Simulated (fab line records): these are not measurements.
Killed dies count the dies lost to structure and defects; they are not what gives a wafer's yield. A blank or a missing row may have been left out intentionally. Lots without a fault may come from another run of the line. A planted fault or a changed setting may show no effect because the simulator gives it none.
Chamber matching | flow n5-finfet | N5_BEOL_M5_ETCH_41 on rie-diel-04 has 4 sister chambers
The step etches SiCN in CH3F/O2, target depth 31.5 nm, time 56.7 s. 8 wafers are shown with their chamber, then 8 later ones without.

== WAFERS WITH THEIR CHAMBER ==
wafer  | chamber | throttle-valve-pct (%) | oes-product-au (a.u.)
L239.5 | 1       | 16.72                  | 0.70
L245.5 | 1       | 16.74                  | 0.70
L246.1 | 3       | 16.42                  | 0.68
L246.4 | 0       | 16.48                  | 0.73
L247.2 | 2       | 16.17                  | 0.81
L247.3 | 3       | 16.44                  | 0.68
L247.5 | 2       | 16.17                  | 0.82
L248.1 | 0       | 16.47                  | 0.74

== WAFERS WITHOUT THEIR CHAMBER ==
wafer  | throttle-valve-pct (%) | oes-product-au (a.u.)
L248.4 | 16.50                  | 0.74
L248.6 | 16.15                  | 0.81
L252.1 | 15.89                  | 0.96
L252.2 | 16.50                  | 0.73
L252.6 | 16.17                  | 0.81
L254.1 | 16.19                  | 0.81
L254.2 | 15.90                  | 0.92
L254.6 | 15.91                  | 0.92

== EACH ONE'S CHAMBER ==
wafer  | from the rows above | in truth
L248.4 | 0                   | 0
L248.6 | 2                   | 2
L252.1 | 2                   | 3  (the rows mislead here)
L252.2 | 0                   | 0
L252.6 | 2                   | 2
L254.1 | 2                   | 2
L254.2 | 2                   | 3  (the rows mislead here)
L254.6 | 2                   | 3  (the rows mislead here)
Correctly placed: 5 of 8. Can't be placed from these rows: 0. Number placed wrongly: 3.
How it was worked out, from the rows above alone: a wafer's distance from a chamber is the root of the sum, over the readings, of the square of ((its reading less the chamber's mean) divided by the reading's scatter). The wafer belongs to the nearest chamber; if the next one is less than 2 further off, it can't be placed. Each chamber's mean is taken over the wafers shown for it. The scatter is the square root of a quotient: the sum, over the shown wafers, of each reading's squared deviation from its chamber's mean, divided by wafers minus chambers.
